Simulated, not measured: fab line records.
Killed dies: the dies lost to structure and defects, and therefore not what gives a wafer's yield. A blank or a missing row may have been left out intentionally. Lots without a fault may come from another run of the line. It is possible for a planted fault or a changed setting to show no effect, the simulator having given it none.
Comparing a struck lot with a sound one    flow n5_finfet    18 out of 1938 route steps
Sound: wafers L598.1, L598.4, L598.6. Struck: wafer L607.5 (left out: L607.4, L607.6 of the same lot, which were not struck); the cause appears at the end.
For every step that has rows: the tool of each side, followed by ch and its chambers, followed by its first start. Under that, the readings that differ: sound wafers    struck wafers    difference of the means    sigmas: that difference in standard deviations of wafers without a fault.
alike: readings whose means differ by less than 2 such deviations, and words and numbers that are the same on both sides. not compared: withheld readings, readings that some wafer has no value for, bounds like >300 that may hide the same value, and numbers for which the record gives no deviation and whose values overlap.
A row with sigmas, a row that says differs or no value, or rows on one side alone: a step with any of these is where the two part. When numbers do not overlap yet have no deviation, they are printed without sigmas and do not part them. Lack of a reading on every wafer of one side parts them only where that side has two or more wafers.

N5_BEOL_M2_ANNEAL_82: time 240 s.
  sound on pvd_sputter-02, day 6 20:28; struck on pvd_sputter-02, day 9 07:33
  alike: heater_power_w
N5_BEOL_M2_SPUTTER_86: material Cu, target thk 4.5 nm, time 8.29 s.
  sound on pvd_sputter-02, day 6 20:36; struck on pvd_sputter-02, day 9 07:41
  alike: throttle_valve_pct
then, 1 step without rows for these wafers: N5_BEOL_M2_ANNEAL_87 (time 240 s).
N5_BEOL_M2_SPUTTER_88: material Cu, target thk 4.5 nm, time 8.29 s.
  sound on pvd_sputter-02, day 6 20:49; struck on pvd_sputter-02, day 9 07:55
  alike: throttle_valve_pct
N5_BEOL_M2_ANNEAL_89: time 240 s.
  sound on pvd_sputter-02, day 6 20:54; struck on pvd_sputter-02, day 9 07:59
  alike: heater_power_w
N5_BEOL_M2_SPUTTER_90: material Cu, target thk 4.5 nm, time 8.29 s.
  sound on pvd_sputter-02, day 6 21:02; struck on pvd_sputter-02, day 9 08:08
  alike: throttle_valve_pct
then, 6 steps without rows for these wafers: N5_BEOL_M2_ANNEAL_91 (time 240 s); N5_BEOL_M2_SPUTTER_92 (material Cu, target thk 4.5 nm, time 8.29 s); N5_BEOL_M2_ANNEAL_93 (time 240 s); N5_BEOL_M2_SPUTTER_94 (material Cu, target thk 4.5 nm, time 8.29 s); N5_BEOL_M2_ANNEAL_95 (time 240 s); N5_BEOL_M2_SPUTTER_96 (material Cu, target thk 4.5 nm, time 8.29 s).
N5_BEOL_M2_ECD_50: material Cu, target thk 300 nm.
  sound on ecd_cu-01 ch 0,1, day 6 21:49; struck on ecd_cu-01 ch 0, day 9 08:56
reading                                 sound            struck  difference  sigmas
model.Cu_of_BEOL_M2_ECD_50.thk_nm (nm)  294 301.6 299.6  85.8    -212.6      
then, 1 step without rows for these wafers: N5_BEOL_M2_ANNEAL_51 (time 90 s).
N5_BEOL_M2_CMP_52: polishes, stops on SiOC, t overpolish 6.8 s, target thk 40 nm.
  sound on cmp-03 ch 0,2, day 6 22:11; struck on cmp-04 ch 0, day 9 09:18
reading                               sound              struck  difference  sigmas
clearing_platen_down_force_psi (psi)  1.501 1.510 1.507  1.495   -0.011      -3
time_to_endpoint_s (s)                58 67 68           22      -42         -11
  alike: clearing_platen_rpm, edge_zone_pressure_frac, motor_current_A
N5_BEOL_M2_THK_MEAS_53: measures by xrf.
  sound on film_metro-02, day 6 22:29; struck on film_metro-02, day 9 09:36
  alike: M2_THK
N5_BEOL_M4_RC_MEAS_101:
  sound on prober-01 ch 0, day 7 15:19; struck on prober-02 ch 0, day 10 08:14
  alike: DIBL_N, DIBL_P, IOFF_N, IOFF_P, ION_N, ION_P, SS_N, SS_P, VT_N, VT_P
-- a jump in the record: the struck wafers' starts before and after are 4 days apart (it breaks off in module BEOL_M4 and resumes in module PASSIVATION, where the first step shown is number 1936 of the route) --
N5_PASSIVATION_PROBE_49:
  sound on prober-01, day 11 21:31; struck on prober-01, day 14 19:29
reading             sound     struck  difference  sigmas
killed_at_contacts  9 15 22   3       -12         -2
killed_open         70 74 68  38      -33         -3
  alike: defect_limited_yield, killed_at_M0_to_M3, killed_at_M4_up, killed_at_front_end, killed_at_other, killed_dies, killed_short, sort_bin_5_function, sort_bin_6_memory, sort_n_pass, sort_yield_pct

== WHERE THEY PART ==
At N5_BEOL_M2_CMP_52 first; at N5_PASSIVATION_PROBE_49 last (within this record only).

WHY: whatever the simulator had introduced
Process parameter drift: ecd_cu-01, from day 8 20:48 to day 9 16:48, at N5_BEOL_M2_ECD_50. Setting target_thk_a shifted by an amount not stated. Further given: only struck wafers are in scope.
